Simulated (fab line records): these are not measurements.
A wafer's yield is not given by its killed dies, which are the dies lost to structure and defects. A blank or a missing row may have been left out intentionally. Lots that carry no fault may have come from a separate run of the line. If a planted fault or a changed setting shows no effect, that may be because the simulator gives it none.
fab line records	flow n5_finfet
record lots=24	wafers=72	last_day=19
route steps=1938 shown BEOL_M0_SAQP@649
lots that met no fault: taken from a fault-free run of the same line
start_h: the number of hours between the record's first day and the start of the first shown wafer of the lot	wait_h: hours from the lot's prior step to this one	" repeats the value in the row above	L1.1+2: several wafers, shown together as one row	- value missing, or start not given	* or withheld: withheld	< > ~ a bound
route shown NAME@n: NAME is a module with steps in the file, n the number in the route of the first one	usual: the fault-free wafers' mean and standard deviation	same: alike in all rows	chamber/n: place in a boat	sites: per-site readings	_std_site: their standard deviation	_edge_site: inner sites' mean taken away from outer sites' mean	radius_mm: how far each site lies from the wafer's centre	mask NAME#n: copy n	behind: the tool/chamber that last shaped the wafer	hold: why the lot went on hold/how many hours it stayed there/how the hold came to an end	device: names the non-switching transistor (n, p or np)	end of line: the tests these same wafers got at the end of their route	a step given without rows: its recipe and nothing more	killed: at the first sort, the dies lost to defects and structure; wafer yield is something else	map: a wafer's dies, x killed, . not, _ none there
set.NAME: the run value of the setting; set.NAME@STEP: its run value at that earlier step	model.NAME: the simulator's own value behind a step, which no gauge read
one table for each step of the route and one row for each wafer, over a sample of lots
services: from which hour (start_h, from the record's first day; less than 0 if before it) a tool's chamber was out of use, for how many hours, and why
## steps
# step N5_BEOL_M0_SAQP_CD_MEAS_14
# recipe target_cd_nm=42.5	landing_energy_ev=500	detector=se_inlens
# usual cd_nm=42.5/0.31
lot.wafer	tool	chamber	start_h	wait_h	cd_nm
L074.4	cd_sem-03	0	113.78	-	43.0
L074.5	"	0	"	"	42.7
L074.6	"	0	"	"	42.7
L075.1	cd_sem-01	0	118.77	-	42.0
L075.2	"	0	"	"	42.2
L075.4	"	0	"	"	42.5
L076.1	cd_sem-03	0	123.44	-	42.0
L076.3	"	0	"	"	42.3
L076.4	"	0	"	"	42.7
L077.1	cd_sem-02	0	128.99	-	42.1
L077.2	"	0	"	"	42.7
L077.3	"	0	"	"	42.3
L078.2	cd_sem-02	0	136.77	-	42.5
L078.4	"	0	"	"	42.8
L078.5	"	0	"	"	42.7
L079.2	cd_sem-01	0	143.58	-	42.6
L079.3	"	0	"	"	42.9
L079.6	"	0	"	"	43.0
L080.1	cd_sem-01	0	147.54	-	42.7
L080.2	"	0	"	"	42.2
L080.6	"	0	"	"	42.4
L081.1	cd_sem-02	0	150.79	-	42.8
L081.3	"	0	"	"	42.7
L081.4	"	0	"	"	42.4
L082.2	cd_sem-03	0	161.73	-	42.9
L082.3	"	0	"	"	42.5
L082.4	"	0	"	"	42.8
L083.1	cd_sem-01	0	165.78	-	42.6
L083.4	"	0	"	"	42.5
L083.6	"	0	"	"	42.3
L084.3	cd_sem-01	0	178.42	-	42.7
L084.5	"	0	"	"	42.8
L084.6	"	0	"	"	42.5
L085.4	cd_sem-01	0	190.68	-	42.3
L085.5	"	0	"	"	42.4
L085.6	"	0	"	"	42.4
L086.1	cd_sem-01	0	195.08	-	42.5
L086.4	"	0	"	"	42.4
L086.5	"	0	"	"	42.6
L087.1	cd_sem-03	0	196.07	-	42.2
L087.3	"	0	"	"	42.6
L087.6	"	0	"	"	42.2
L088.2	cd_sem-02	0	199.07	-	42.2
L088.4	"	0	"	"	42.3
L088.6	"	0	"	"	42.4
L089.1	cd_sem-02	0	199.34	-	42.0
L089.4	"	0	"	"	42.5
L089.6	"	0	"	"	42.4
L090.2	cd_sem-01	0	207.78	-	42.7
L090.3	"	0	"	"	42.8
L090.4	"	0	"	"	42.5
L091.4	cd_sem-02	0	209.13	-	42.0
L091.5	"	0	"	"	41.7
L091.6	"	0	"	"	42.2
L092.1	cd_sem-02	0	215.58	-	42.2
L092.2	"	0	"	"	42.6
L092.5	"	0	"	"	42.5
L093.2	cd_sem-02	0	220.63	-	43.0
L093.4	"	0	"	"	42.8
L093.5	"	0	"	"	42.3
L094.2	cd_sem-03	0	232.55	-	42.6
L094.4	"	0	"	"	42.5
L094.5	"	0	"	"	43.0
L095.2	cd_sem-02	0	237.90	-	42.0
L095.3	"	0	"	"	42.4
L095.6	"	0	"	"	42.3
L096.3	cd_sem-01	0	245.35	-	42.3
L096.4	"	0	"	"	42.0
L096.6	"	0	"	"	42.5
L097.3	cd_sem-02	0	251.89	-	42.5
L097.4	"	0	"	"	42.2
L097.5	"	0	"	"	42.5
# step N5_BEOL_M0_SAQP_INSPECT_16
# recipe mode=adi	inspect_instrument=brightfield
# usual raw_defect_count=506/160
lot.wafer	tool	chamber	start_h	wait_h	raw_defect_count
L074.4	defect_inspect-01	-	113.83	0.0	401
L074.5	"	-	"	"	343
L074.6	"	-	"	"	335
L075.1	defect_inspect-01	-	118.82	0.0	476
L075.2	"	-	"	"	598
L075.4	"	-	"	"	728
L076.1	defect_inspect-02	-	123.50	0.0	514
L076.3	"	-	"	"	395
L076.4	"	-	"	"	459
L077.1	defect_inspect-01	-	129.05	0.0	618
L077.2	"	-	"	"	1030
L077.3	"	-	"	"	861
L078.2	defect_inspect-02	-	136.83	0.0	410
L078.4	"	-	"	"	528
L078.5	"	-	"	"	613
L079.2	defect_inspect-01	-	143.63	0.0	353
L079.3	"	-	"	"	505
L079.6	"	-	"	"	430
L080.1	defect_inspect-01	-	147.59	0.0	263
L080.2	"	-	"	"	305
L080.6	"	-	"	"	300
L081.1	defect_inspect-01	-	150.85	0.0	316
L081.3	"	-	"	"	400
L081.4	"	-	"	"	520
L082.2	defect_inspect-02	-	161.80	0.0	663
L082.3	"	-	"	"	532
L082.4	"	-	"	"	713
L083.1	defect_inspect-02	-	165.84	0.0	493
L083.4	"	-	"	"	418
L083.6	"	-	"	"	513
L084.3	defect_inspect-02	-	178.48	0.0	468
L084.5	"	-	"	"	457
L084.6	"	-	"	"	363
L085.4	defect_inspect-02	-	190.73	0.0	366
L085.5	"	-	"	"	403
L085.6	"	-	"	"	500
L086.1	defect_inspect-02	-	195.13	0.0	983
L086.4	"	-	"	"	527
L086.5	"	-	"	"	784
L087.1	defect_inspect-02	-	196.12	0.0	1228
L087.3	"	-	"	"	965
L087.6	"	-	"	"	789
L088.2	defect_inspect-02	-	199.12	0.0	562
L088.4	"	-	"	"	660
L088.6	"	-	"	"	444
L089.1	defect_inspect-02	-	199.40	0.0	630
L089.4	"	-	"	"	609
L089.6	"	-	"	"	674
L090.2	defect_inspect-02	-	207.83	0.0	520
L090.3	"	-	"	"	499
L090.4	"	-	"	"	370
L091.4	defect_inspect-02	-	209.18	0.0	451
L091.5	"	-	"	"	470
L091.6	"	-	"	"	535
L092.1	defect_inspect-02	-	215.63	0.0	477
L092.2	"	-	"	"	406
L092.5	"	-	"	"	402
L093.2	defect_inspect-02	-	220.68	0.0	346
L093.4	"	-	"	"	299
L093.5	"	-	"	"	551
L094.2	defect_inspect-01	-	232.61	0.0	480
L094.4	"	-	"	"	439
L094.5	"	-	"	"	580
L095.2	defect_inspect-01	-	237.95	0.0	373
L095.3	"	-	"	"	388
L095.6	"	-	"	"	428
L096.3	defect_inspect-02	-	245.40	0.0	351
L096.4	"	-	"	"	377
L096.6	"	-	"	"	592
L097.3	defect_inspect-02	-	251.94	0.0	317
L097.4	"	-	"	"	461
L097.5	"	-	"	"	436
# step N5_BEOL_M0_SAQP_STRIP_86
# recipe chemistry=N2/H2	power_w=500	temp_c=40	pressure_mtorr=50	rf_frequency_hz=6e+07	overash_fraction=0.3	bias_power_w=28	h2_frac=0.5	n2_flow_sccm=300	h2_flow_sccm=300
# usual drypump_motor_current_A=5.9/0.42	oes_product_au=0.78/0.076	rf_vpp_V=121.6/1.5	showerhead_plenum_p_Torr=3.33/0.12	throttle_valve_pct=19.0/0.36
lot.wafer	tool	chamber	start_h	wait_h	drypump_motor_current_A	oes_product_au	rf_hours_counter_h	rf_vpp_V	showerhead_plenum_p_Torr	throttle_valve_pct
L074.4	rie_diel-05	0	114.24	0.1	5.9	0.73	168	121.7	3.49	19.2
L074.5	"	3	"	"	5.7	0.70	-	117.4	3.18	18.6
L074.6	"	0	"	"	6.0	0.72	-	120.3	3.49	19.2
L075.1	rie_diel-06	2	119.23	0.1	6.2	0.70	198	123.6	3.47	19.3
L075.2	"	3	"	"	6.2	0.81	116	125.1	3.38	19.0
L075.4	"	1	"	"	6.3	0.94	4	123.2	3.45	19.3
L076.1	rie_diel-06	2	124.30	0.1	6.2	0.70	199	120.4	3.47	19.2
L076.3	"	0	"	"	6.2	0.78	130	121.7	3.37	19.0
L076.4	"	3	"	"	6.2	0.79	118	124.4	3.38	19.0
L077.1	rie_diel-04	2	129.62	0.1	6.2	0.69	240	120.8	3.31	19.5
L077.2	"	3	"	"	6.4	0.80	121	123.0	3.12	19.5
L077.3	"	1	"	"	5.3	0.81	107	123.5	3.24	18.4
L078.2	rie_diel-05	2	137.24	0.1	5.1	0.83	83	122.3	3.41	19.5
L078.4	"	0	"	"	5.9	0.72	175	122.9	3.49	19.3
L078.5	"	2	"	"	5.1	0.85	-	121.0	3.41	19.5
L079.2	rie_diel-04	1	144.39	0.1	5.3	0.81	113	120.3	3.24	18.5
L079.3	"	3	"	"	6.4	0.79	127	119.2	3.12	19.5
L079.6	"	0	"	"	5.9	0.77	-	122.8	3.23	18.8
L080.1	rie_diel-06	0	148.05	0.1	6.1	0.77	138	122.0	3.37	19.0
L080.2	"	3	"	"	6.2	0.79	127	121.4	3.37	19.0
L080.6	"	1	"	"	6.2	0.92	-	118.3	3.45	19.3
L081.1	rie_diel-04	2	151.56	0.1	6.2	0.68	247	121.6	3.31	19.5
L081.3	"	0	"	"	5.9	0.75	140	120.5	3.23	18.8
L081.4	"	1	"	"	5.2	0.80	115	118.5	3.24	18.4
L082.2	rie_diel-05	1	162.26	0.1	5.5	0.73	181	123.0	3.49	18.9
L082.3	"	0	"	"	6.0	0.72	183	123.0	3.48	19.2
L082.4	"	3	"	"	5.7	0.68	248	119.8	3.17	18.6
L083.1	rie_diel-04	0	166.24	0.1	5.9	0.75	145	119.3	3.23	18.8
L083.4	"	0	"	"	5.9	0.76	-	121.4	3.23	18.8
L083.6	"	1	"	"	5.3	0.79	-	121.2	3.24	18.4
L084.3	rie_diel-04	1	178.88	0.1	5.3	0.79	125	123.5	3.23	18.5
L084.5	"	0	"	"	5.9	0.76	-	121.4	3.22	18.8
L084.6	"	1	"	"	5.3	0.79	-	122.9	3.23	18.4
L085.4	rie_diel-06	0	191.14	0.1	6.2	0.76	149	121.6	3.36	19.0
L085.5	"	2	"	"	6.2	0.68	-	122.5	3.46	19.3
L085.6	"	1	"	"	6.2	0.90	-	121.2	3.44	19.3
L086.1	rie_diel-06	1	195.54	0.1	6.2	0.90	25	118.9	3.44	19.3
L086.4	"	2	"	"	6.2	0.69	222	122.6	3.46	19.3
L086.5	"	2	"	"	6.2	0.69	-	121.6	3.46	19.3
L087.1	rie_diel-05	1	196.53	0.1	5.6	0.72	192	120.8	3.48	18.9
L087.3	"	2	"	"	5.1	0.81	100	121.0	3.40	19.6
L087.6	"	0	"	"	5.9	0.70	-	124.8	3.48	19.3
L088.2	rie_diel-05	2	199.64	0.1	5.2	0.81	101	118.6	3.40	19.6
L088.4	"	2	"	"	5.2	0.80	-	120.6	3.40	19.5
L088.6	"	0	"	"	5.9	0.70	-	122.5	3.47	19.3
L089.1	rie_diel-04	3	199.81	0.1	6.4	0.76	140	120.6	3.11	19.5
L089.4	"	0	"	"	5.9	0.75	153	119.1	3.22	18.8
L089.6	"	1	"	"	5.3	0.78	-	122.0	3.23	18.4
L090.2	rie_diel-04	2	208.49	0.2	6.2	0.97	6	123.1	3.30	19.1
L090.3	"	1	"	"	5.3	0.79	131	120.0	3.23	18.5
L090.4	"	3	"	"	6.4	0.76	143	120.6	3.11	19.5
L091.4	rie_diel-04	0	209.58	0.0	5.9	0.76	156	119.3	3.22	18.8
L091.5	"	2	"	"	6.2	0.98	-	121.2	3.30	19.1
L091.6	"	1	"	"	5.3	0.78	-	120.0	3.23	18.5
L092.1	rie_diel-04	2	216.26	0.3	6.2	0.96	10	122.7	3.30	19.1
L092.2	"	3	"	"	6.4	0.77	146	121.7	3.11	19.5
L092.5	"	1	"	"	5.3	0.79	-	121.7	3.23	18.5
L093.2	rie_diel-04	0	221.31	0.3	5.9	0.75	159	121.7	3.22	18.8
L093.4	"	3	"	"	6.5	0.76	146	120.8	3.11	19.5
L093.5	"	1	"	"	5.3	0.78	-	121.4	3.23	18.5
L094.2	rie_diel-06	3	233.02	0.1	6.2	0.77	149	124.0	3.36	19.0
L094.4	"	0	"	"	6.1	0.76	159	121.9	3.35	19.0
L094.5	"	0	"	"	6.1	0.75	-	119.8	3.36	19.0
L095.2	rie_diel-05	3	238.36	0.1	5.8	0.94	9	122.2	3.57	18.3
L095.3	"	2	"	"	5.1	0.81	114	121.5	3.39	19.6
L095.6	"	3	"	"	5.8	0.95	-	120.6	3.57	18.3
L096.3	rie_diel-06	1	245.81	0.1	6.2	0.87	39	119.4	3.43	19.3
L096.4	"	3	"	"	6.3	0.77	154	123.0	3.36	19.0
L096.6	"	1	"	"	6.2	0.87	-	123.4	3.43	19.3
L097.3	rie_diel-05	0	252.36	0.1	5.9	0.70	210	119.2	3.47	19.3
L097.4	"	3	"	"	5.8	0.91	13	123.4	3.57	18.2
L097.5	"	2	"	"	5.1	0.79	-	119.6	3.39	19.6
# step N5_BEOL_M0_SAQP_SPACER1_ALD_98
# recipe material=SiO2	target_thk_a=128	temp_c=300	ald_precursor_family=BDEAS	ald_co_reactant=O2-plasma	pulse_time_s=1	purge_time_s=2	co_reactant_purge_time_s=2	ald_cycles=138	pressure_torr=2
# usual heater_power_outer_w=257/32	heater_power_w=465/41	precursor_pulse_height_rel=0.998/0.022
# same pulse_time_s=1
lot.wafer	tool	chamber	start_h	wait_h	heater_power_outer_w	heater_power_w	precursor_pulse_height_rel
L074.4	ald_sin-03	2	114.85	0.2	227	421	0.995
L074.5	"	0	"	"	258	481	1.007
L074.6	"	1	"	"	272	449	1.022
L075.1	ald_sin-02	1	119.75	0.3	223	409	0.993
L075.2	"	3	"	"	297	542	1.001
L075.4	"	0	"	"	281	456	0.968
L076.1	ald_sin-03	2	124.81	0.3	229	420	1.004
L076.3	"	0	"	"	260	497	0.966
L076.4	"	3	"	"	202	408	1.008
L077.1	ald_sin-02	2	130.13	0.3	290	524	1.002
L077.2	"	0	"	"	287	451	1.014
L077.3	"	1	"	"	222	412	0.982
L078.2	ald_sin-04	0	137.75	0.3	256	452	1.036
L078.4	"	3	"	"	280	492	0.994
L078.5	"	0	"	"	254	452	1.024
L079.2	ald_sin-03	3	145.13	0.3	209	407	1.004
L079.3	"	2	"	"	223	429	0.995
L079.6	"	2	"	"	224	431	1.006
L080.1	ald_sin-02	0	149.92	1.6	275	450	0.983
L080.2	"	3	"	"	306	529	0.998
L080.6	"	2	"	"	299	520	1.032
L081.1	ald_sin-04	0	152.09	0.3	259	460	1.013
L081.3	"	3	"	"	279	486	1.002
L081.4	"	2	"	"	218	431	0.999
L082.2	ald_sin-03	3	162.78	0.3	211	413	1.022
L082.3	"	1	"	"	273	472	1.038
L082.4	"	0	"	"	260	483	1.005
L083.1	ald_sin-03	0	167.18	0.7	260	470	0.992
L083.4	"	2	"	"	223	429	1.006
L083.6	"	2	"	"	222	435	0.956
L084.3	ald_sin-04	0	179.95	0.7	255	454	0.980
L084.5	"	1	"	"	227	447	1.004
L084.6	"	0	"	"	251	447	0.998
L085.4	ald_sin-02	2	191.88	0.4	301	518	0.972
L085.5	"	1	"	"	221	409	1.023
L085.6	"	3	"	"	305	554	0.971
L086.1	ald_sin-02	0	196.73	0.9	289	458	0.986
L086.4	"	2	"	"	286	518	0.954
L086.5	"	3	"	"	310	524	1.009
L087.1	ald_sin-02	1	197.45	0.7	226	420	0.972
L087.3	"	0	"	"	277	458	0.992
L087.6	"	3	"	"	309	533	1.001
L088.2	ald_sin-04	0	200.16	0.3	251	452	0.976
L088.4	"	3	"	"	276	493	1.009
L088.6	"	0	"	"	257	452	1.016
L089.1	ald_sin-03	1	200.57	0.5	270	453	1.004
L089.4	"	0	"	"	261	484	0.985
L089.6	"	0	"	"	254	484	1.007
L090.2	ald_sin-03	1	209.03	0.3	269	472	1.007
L090.3	"	3	"	"	207	416	1.006
L090.4	"	0	"	"	261	476	1.044
L091.4	ald_sin-03	0	210.93	1.0	262	494	0.977
L091.5	"	2	"	"	225	432	0.995
L091.6	"	1	"	"	267	464	0.959
L092.1	ald_sin-02	1	216.78	0.3	224	420	1.009
L092.2	"	2	"	"	289	517	0.946
L092.5	"	0	"	"	279	468	1.029
L093.2	ald_sin-03	2	222.11	0.5	217	427	0.978
L093.4	"	3	"	"	216	413	1.037
L093.5	"	0	"	"	262	487	0.963
L094.2	ald_sin-04	3	233.57	0.3	280	492	0.998
L094.4	"	1	"	"	238	447	0.988
L094.5	"	1	"	"	231	444	0.980
L095.2	ald_sin-02	2	238.87	0.3	297	512	0.984
L095.3	"	3	"	"	301	541	0.999
L095.6	"	3	"	"	320	543	1.026
L096.3	ald_sin-02	3	246.81	0.6	314	541	0.997
L096.4	"	0	"	"	280	468	0.973
L096.6	"	3	"	"	310	535	0.936
L097.3	ald_sin-03	0	252.87	0.1	263	480	0.995
L097.4	"	1	"	"	273	470	1.010
L097.5	"	3	"	"	210	415	1.020
# step N5_BEOL_M0_SAQP_ETCH_102
# recipe chemistry=CF4	target=SiO2	target_depth_a=40	ion_energy_ev=350	time_s=4.4	pressure_mtorr=10	icp_w=800	bias_w=400	cf4_flow_sccm=80
# usual bias_w=400.0/1.1	drypump_motor_current_A=5.7/0.5	oes_product_au=0.998/0.0092	rf_fwd_power_W=789/3.3	throttle_valve_pct=21.74/0.14
lot.wafer	tool	chamber	start_h	wait_h	bias_w	drypump_motor_current_A	oes_product_au	rf_fwd_power_W	rf_hours_counter_h	throttle_valve_pct
L074.4	rie_si-04	1	115.68	0.1	399.5	5.8	1.000	797	-	21.76
L074.5	"	2	"	"	400.0	6.6	0.992	789	-	21.51
L074.6	"	3	"	"	400.2	5.4	0.982	792	-	21.88
L075.1	rie_si-04	3	120.57	0.1	401.6	5.4	0.992	791	65	21.88
L075.2	"	2	"	"	399.7	6.6	0.990	788	122	21.51
L075.4	"	1	"	"	399.3	5.8	1.013	791	-	21.77
L076.1	rie_si-04	0	125.63	0.1	401.2	4.9	1.009	792	0	21.79
L076.3	"	1	"	"	402.0	5.8	1.004	791	33	21.78
L076.4	"	3	"	"	398.7	5.4	0.981	790	65	21.87
L077.1	rie_si-02	1	131.14	0.1	399.4	5.5	1.002	798	191	21.77
L077.2	"	0	"	"	400.0	5.3	0.994	789	176	21.68
L077.3	"	2	"	"	400.7	5.7	0.989	790	107	21.69
L078.2	rie_si-01	1	138.67	0.1	399.0	5.4	1.000	789	149	21.79
L078.4	"	3	"	"	399.6	6.1	0.997	789	-	21.52
L078.5	"	1	"	"	400.6	5.4	1.002	788	-	21.78
L079.2	rie_si-04	2	145.95	0.1	400.9	6.6	1.002	789	123	21.52
L079.3	"	0	"	"	400.4	4.9	1.003	794	0	21.78
L079.6	"	3	"	"	400.4	5.4	0.972	788	-	21.87
L080.1	rie_si-01	1	151.00	0.1	400.2	5.4	0.991	786	149	21.79
L080.2	"	3	"	"	401.9	6.1	0.999	786	7	21.51
L080.6	"	3	"	"	400.1	6.1	0.990	788	-	21.51
L081.1	rie_si-04	0	152.91	0.1	399.3	4.9	1.007	791	1	21.78
L081.3	"	2	"	"	401.1	6.6	0.994	788	123	21.50
L081.4	"	3	"	"	400.2	5.4	0.990	792	65	21.87
L082.2	rie_si-01	3	163.60	0.1	398.0	6.1	0.996	794	7	21.53
L082.3	"	1	"	"	399.3	5.4	1.008	782	149	21.80
L082.4	"	0	"	"	399.6	5.1	1.002	785	153	21.93
L083.1	rie_si-04	3	168.21	0.1	401.5	5.4	0.983	794	66	21.88
L083.4	"	1	"	"	400.2	5.8	1.002	792	34	21.77
L083.6	"	0	"	"	398.3	4.9	1.020	789	-	21.77
L084.3	rie_si-02	2	180.77	0.1	400.9	5.7	0.994	786	108	21.69
L084.5	"	3	"	"	401.1	5.8	1.001	790	-	21.79
L084.6	"	0	"	"	399.4	5.4	0.992	792	-	21.71
L085.4	rie_si-01	1	192.47	0.1	398.1	5.4	0.997	787	150	21.80
L085.5	"	0	"	"	399.5	5.1	0.995	788	-	21.94
L085.6	"	1	"	"	399.4	5.4	1.006	785	-	21.81
L086.1	rie_si-01	3	197.67	0.1	399.5	6.1	0.989	794	8	21.52
L086.4	"	2	"	"	400.4	6.2	1.009	787	52	21.86
L086.5	"	3	"	"	399.8	6.1	0.988	795	-	21.52
L087.1	rie_si-01	0	198.27	0.1	399.3	5.1	0.993	786	154	21.91
L087.3	"	1	"	"	401.2	5.4	1.008	784	150	21.79
L087.6	"	3	"	"	400.1	6.1	0.989	789	-	21.51
L088.2	rie_si-04	2	201.32	0.1	397.9	6.6	1.014	789	123	21.51
L088.4	"	3	"	"	400.0	5.4	0.983	793	66	21.87
L088.6	"	0	"	"	400.6	4.9	1.014	791	-	21.79
L089.1	rie_si-01	3	201.51	0.1	399.8	6.1	0.995	792	8	21.52
L089.4	"	0	"	"	398.1	5.1	0.995	788	154	21.91
L089.6	"	2	"	"	400.2	6.2	1.000	785	-	21.86
L090.2	rie_si-01	2	209.85	0.1	399.5	6.2	1.014	784	52	21.85
L090.3	"	0	"	"	398.7	5.2	0.990	788	154	21.91
L090.4	"	1	"	"	400.1	5.4	0.994	788	150	21.80
L091.4	rie_si-01	3	211.75	0.1	401.9	6.1	0.990	789	8	21.52
L091.5	"	1	"	"	401.2	5.4	1.003	786	-	21.77
L091.6	"	2	"	"	401.0	6.2	1.004	783	-	21.85
L092.1	rie_si-02	2	217.61	0.1	401.0	5.7	1.000	788	109	21.71
L092.2	"	1	"	"	399.0	5.5	1.000	795	1	21.75
L092.5	"	2	"	"	399.3	5.6	1.003	787	-	21.71
L093.2	rie_si-01	1	222.92	0.1	399.8	5.4	1.007	784	150	21.81
L093.4	"	0	"	"	400.3	5.1	0.997	786	154	21.91
L093.5	"	3	"	"	398.0	6.1	1.001	791	-	21.53
L094.2	rie_si-02	0	234.76	0.1	398.8	5.3	1.001	791	178	21.68
L094.4	"	0	"	"	398.4	5.3	1.001	786	-	21.68
L094.5	"	3	"	"	401.1	5.8	0.996	790	-	21.82
L095.2	rie_si-02	0	239.73	0.1	399.1	5.3	0.991	791	178	21.67
L095.3	"	3	"	"	397.0	5.7	0.991	786	61	21.81
L095.6	"	0	"	"	398.9	5.3	1.007	793	-	21.68
L096.3	rie_si-04	2	247.63	0.1	399.7	6.6	0.994	787	124	21.53
L096.4	"	3	"	"	399.9	5.3	0.975	790	67	21.87
L096.6	"	0	"	"	399.0	4.9	1.008	793	-	21.77
L097.3	rie_si-04	2	253.83	0.1	400.2	6.6	1.005	788	124	21.51
L097.4	"	0	"	"	399.1	4.9	1.010	791	2	21.80
L097.5	"	1	"	"	402.2	5.8	0.996	790	-	21.78
# step N5_BEOL_M0_SAQP_RECESS_109
# recipe chemistry=HF/NH3	target=SiO2	target_depth_a=30	afs_cycles=1	temp_c=30	sublimation_temp_c=180	sublimation_time_s=60
# usual drypump_motor_current_A=5.5/0.46	foreline_p_Torr=0.1278/0.00057
# same sublimation_time_s=60
lot.wafer	tool	chamber	start_h	wait_h	drypump_motor_current_A	foreline_p_Torr
L074.4	vapor_etch-01	0	116.43	0.1	6.1	0.1281
L074.5	"	0	"	"	6.1	0.1265
L074.6	"	1	"	"	5.2	0.1274
L075.1	vapor_etch-01	0	121.29	0.0	6.1	0.1281
L075.2	"	1	"	"	5.2	0.1270
L075.4	"	0	"	"	6.1	0.1277
L076.1	vapor_etch-02	1	126.90	0.4	4.9	0.1280
L076.3	"	0	"	"	5.6	0.1272
L076.4	"	1	"	"	4.9	0.1276
L077.1	vapor_etch-01	1	132.01	0.2	5.2	0.1282
L077.2	"	0	"	"	6.1	0.1285
L077.3	"	1	"	"	5.3	0.1272
L078.2	vapor_etch-01	0	139.39	0.0	6.1	0.1270
L078.4	"	1	"	"	5.3	0.1267
L078.5	"	0	"	"	6.1	0.1280
L079.2	vapor_etch-01	0	146.85	0.0	6.1	0.1273
L079.3	"	1	"	"	5.3	0.1273
L079.6	"	1	"	"	5.3	0.1283
L080.1	vapor_etch-02	0	152.01	0.3	5.6	0.1282
L080.2	"	1	"	"	4.9	0.1287
L080.6	"	0	"	"	5.6	0.1284
L081.1	vapor_etch-01	0	153.63	0.0	6.1	0.1274
L081.3	"	0	"	"	6.1	0.1278
L081.4	"	1	"	"	5.2	0.1272
L082.2	vapor_etch-02	1	164.36	0.0	4.9	0.1278
L082.3	"	1	"	"	4.9	0.1285
L082.4	"	0	"	"	5.6	0.1284
L083.1	vapor_etch-02	1	168.97	0.0	4.9	0.1275
L083.4	"	0	"	"	5.6	0.1279
L083.6	"	1	"	"	4.9	0.1276
L084.3	vapor_etch-02	1	181.53	0.1	4.9	0.1263
L084.5	"	0	"	"	5.6	0.1288
L084.6	"	1	"	"	4.9	0.1276
L085.4	vapor_etch-01	1	193.23	0.1	5.2	0.1272
L085.5	"	1	"	"	5.3	0.1280
L085.6	"	0	"	"	6.1	0.1274
L086.1	vapor_etch-02	0	198.40	0.0	5.6	0.1283
L086.4	"	0	"	"	5.6	0.1267
L086.5	"	1	"	"	4.9	0.1270
L087.1	vapor_etch-02	0	199.13	0.0	5.6	0.1275
L087.3	"	1	"	"	4.9	0.1282
L087.6	"	1	"	"	4.9	0.1290
L088.2	vapor_etch-01	1	202.05	0.0	5.3	0.1287
L088.4	"	0	"	"	6.1	0.1280
L088.6	"	0	"	"	6.1	0.1279
L089.1	vapor_etch-01	1	202.28	0.0	5.2	0.1281
L089.4	"	0	"	"	6.1	0.1280
L089.6	"	0	"	"	6.1	0.1271
L090.2	vapor_etch-01	0	210.57	0.0	6.1	0.1281
L090.3	"	1	"	"	5.3	0.1276
L090.4	"	0	"	"	6.1	0.1275
L091.4	vapor_etch-02	0	212.69	0.1	5.6	0.1274
L091.5	"	0	"	"	5.6	0.1282
L091.6	"	1	"	"	4.9	0.1285
L092.1	vapor_etch-01	0	218.33	0.0	6.1	0.1279
L092.2	"	1	"	"	5.3	0.1284
L092.5	"	1	"	"	5.2	0.1281
L093.2	vapor_etch-02	1	223.65	0.0	4.9	0.1272
L093.4	"	1	"	"	4.9	0.1289
L093.5	"	0	"	"	5.6	0.1279
L094.2	vapor_etch-01	1	235.50	0.0	5.3	0.1277
L094.4	"	0	"	"	6.1	0.1274
L094.5	"	1	"	"	5.2	0.1281
L095.2	vapor_etch-02	1	240.45	0.0	4.9	0.1293
L095.3	"	0	"	"	5.6	0.1278
L095.6	"	1	"	"	4.9	0.1284
L096.3	vapor_etch-01	1	248.40	0.1	5.2	0.1279
L096.4	"	0	"	"	6.1	0.1264
L096.6	"	0	"	"	6.1	0.1278
L097.3	vapor_etch-01	1	254.63	0.1	5.3	0.1276
L097.4	"	0	"	"	6.1	0.1279
L097.5	"	0	"	"	6.1	0.1290
## services
tool	chamber	start_h	hours	kind
vapor_etch-01	-	91.27	1.7	repair
ald_sin-03	0	100.61	-	clean
ald_sin-03	1	100.61	-	clean
ald_sin-03	2	100.61	-	clean
ald_sin-03	3	100.61	-	clean
vapor_etch-02	-	102.72	0.1	repair
rie_si-01	-	122.83	0.1	repair
rie_diel-04	-	124.52	2.8	pm
rie_diel-06	-	124.66	0.2	repair
rie_si-01	2	126.42	14.6	repair
rie_diel-06	1	137.33	5.4	repair
rie_diel-05	2	138.48	4.3	repair
rie_si-02	0	142.74	5.9	repair
rie_diel-06	0	155.89	3.1	repair
rie_diel-04	2	162.41	-	clean
rie_diel-04	2	162.41	-	consumable_replace:focus_ring
rie_diel-04	3	179.15	9.9	repair
ald_sin-04	-	203.31	6.1	pm
rie_si-04	2	207.10	6.8	repair
rie_si-02	-	219.41	2.8	pm
vapor_etch-01	-	223.33	2.8	pm
rie_si-02	1	229.58	8.4	repair
rie_diel-04	1	246.57	21.8	repair
ald_sin-02	2	252.88	3.8	repair
## key
fault none
